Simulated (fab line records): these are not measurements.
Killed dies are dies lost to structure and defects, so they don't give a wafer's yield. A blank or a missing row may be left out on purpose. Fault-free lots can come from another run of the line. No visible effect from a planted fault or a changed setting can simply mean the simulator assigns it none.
Lot-split experiment | flow n5Finfet | 21 wafers read across 7 lots, on a route 1938 steps long

== ABOUT THE SPLIT ==
At N5_MOL_CONTACT_COAG_COAT_76 (time 60 s, resist thk 10 nm), the setting spinRpm was moved away from the recipe's 1500 rpm on 6 of the 21 wafers read, by -7.5% to +10.0%. For the rest of the wafers, this setting stayed at what the recipe calls for.

== FROM THE SPLIT TO THE READING: what the file shows between them, 7 steps ==
- N5_MOL_CONTACT_COAG_COAT_77: time 60 s, resist thk 10 nm
- N5_MOL_CONTACT_COAG_COAT_78: resist thk 40 nm
- N5_MOL_CONTACT_COAG_DESCUM_88: chemistry O2, time 7 s
- N5_MOL_CONTACT_COAG_ETCH_89: etches underlayer in N2/H2, target depth 13 nm, time 10.4 s
- N5_MOL_CONTACT_COAG_ETCH_90: etches SiARC in CF4, target depth 13 nm, time 21.7 s
- N5_MOL_CONTACT_COAG_ALD_131: deposits SiO2, target thk 5 nm, pulse time 1 s, co reactant pulse time 1 s
- N5_MOL_CONTACT_COAG_ETCHBACK_132: etches SiO2 in CHF3, target depth 10 nm, time 6.7 s

== THE READING ==
SiARC_of_MOL_CONTACT_COAG_COAT_76.thkNm (the simulator's own value, which no gauge read), in nm, at N5_MOL_CONTACT_COAG_ETCH_91 (etches SOC in N2/H2, target depth 60 nm, overetch 21 nm, time 101.2 s). The file gives no usual value for it. The 15 wafers here that ran the recipe average 5.8 nm, standard deviation 0.05 nm.

wafer  | tool, chamber at the split | spinRpm as run, rpm | against the recipe | SiARC_of_MOL_CONTACT_COAG_COAT_76.thkNm, nm | against lot-mates on the recipe
L075.1 | lithoTrack-04, 0           | 1650                | +10.0%             | 5.4                                         | -0.4
L075.3 | lithoTrack-04, 0           | 1650                | +10.0%             | 5.4                                         | -0.4
L075.6 | lithoTrack-04, 0           | 1500                | recipe             | 5.8                                         | -
L077.1 | lithoTrack-02, 0           | 1425                | -5.0%              | 6.2                                         | +0.4
L077.2 | lithoTrack-02, 0           | 1500                | recipe             | 5.8                                         | -
L077.5 | lithoTrack-02, 0           | 1425                | -5.0%              | 6                                           | +0.2
L078.2 | lithoTrack-03, 0           | 1500                | recipe             | 5.8                                         | -
L078.3 | lithoTrack-03, 0           | 1388                | -7.5%              | 6.2                                         | +0.4
L078.4 | lithoTrack-03, 0           | 1388                | -7.5%              | 6.2                                         | +0.4
L081.2 | lithoTrack-02, 0           | 1500                | recipe             | 5.8                                         | -
L081.3 | lithoTrack-02, 0           | 1500                | recipe             | 5.8                                         | -
L081.5 | lithoTrack-02, 0           | 1500                | recipe             | 5.8                                         | -
L090.4 | lithoTrack-02, 0           | 1500                | recipe             | 5.8                                         | -
L090.6 | lithoTrack-02, 0           | 1500                | recipe             | 5.8                                         | -
L090.5 | lithoTrack-02, 0           | 1500                | recipe             | 5.6                                         | -
L091.2 | lithoTrack-02, 0           | 1500                | recipe             | 5.8                                         | -
L091.5 | lithoTrack-02, 0           | 1500                | recipe             | 5.8                                         | -
L091.6 | lithoTrack-02, 0           | 1500                | recipe             | 5.8                                         | -
L092.2 | lithoTrack-02, 0           | 1500                | recipe             | 5.8                                         | -
L092.3 | lithoTrack-02, 0           | 1500                | recipe             | 5.8                                         | -
L092.6 | lithoTrack-02, 0           | 1500                | recipe             | 5.8                                         | -

THE FIT
A straight line over all 21 wafers: SiARC_of_MOL_CONTACT_COAG_COAT_76.thkNm changes by -0.0468 nm for each +1% of spinRpm; r = -0.95; the points scatter about the line by 0.066 nm.
The same after taking each lot's own level away (the mean of its wafers on the recipe; 21 wafers): -0.0467 nm for each +1%; r = -0.96; scatter 0.058 nm.
Per that fit: largest spinRpm move, reading shift of 0.47 nm.
Measured against the standard deviation above, the lots' own levels, which go from 5.73 to 5.80 nm, span 1.3 times it.
So the lot-to-lot level changes the slope little: the two slopes agree.
Check: for one of the wafers moved furthest among these (+10.0%), held out of the fit, the line's prediction against its lot-mates is -0.475 nm. It came out at -0.4 nm against them.

== OTHER SPLITS APPLIED TO THESE WAFERS ==
Before the reading, these wafers also passed through other splits. Each is held against what the fit with the lots' levels taken away leaves over:
other split on the same wafers | wafers away from the commonest value | r with SiARC_of_MOL_CONTACT_COAG_COAT_76.thkNm (lot level and that fit taken away)
N5_SDB_COAT_05 spinRpm         | 7                                    | -0.26
N5_SDB_ETCH_18 sourceW         | 5                                    | -0.29
N5_HKMG_FIN_PEB_10 pebTimeS    | 6                                    | -0.17
N5_HKMG_FIN_ETCH_35 sourceW    | 11                                   | +0.35

== THE WHOLE CHAIN: every reading that the file lists as answering this split, in the file's order ==
step                        | what it does                                                          | reading                                                                                  | change (the file's fit)                | r (the file's)
N5_MOL_CONTACT_COAG_COAT_76 | time 60 s, resist thk 10 nm                                           | SiARC_of_MOL_CONTACT_COAG_COAT_76.thkNm (the simulator's own value, which no gauge read) | -0.0442 nm for each +1% of the setting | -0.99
N5_MOL_CONTACT_COAG_ETCH_90 | etches SiARC in CF4, target depth 13 nm, time 21.7 s                  | etch.depthNm (the simulator's own value, which no gauge read)                            | -0.0494 nm for each +1% of the setting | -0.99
N5_MOL_CONTACT_COAG_ETCH_91 | etches SOC in N2/H2, target depth 60 nm, overetch 21 nm, time 101.2 s | SiARC_of_MOL_CONTACT_COAG_COAT_76.thkNm (the simulator's own value, which no gauge read) | -0.047 nm for each +1% of the setting  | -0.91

== THE FILE'S OWN FIT ==
SiARC_of_MOL_CONTACT_COAG_COAT_76.thkNm changes by -0.047 nm for each +1% of spinRpm, r = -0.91.
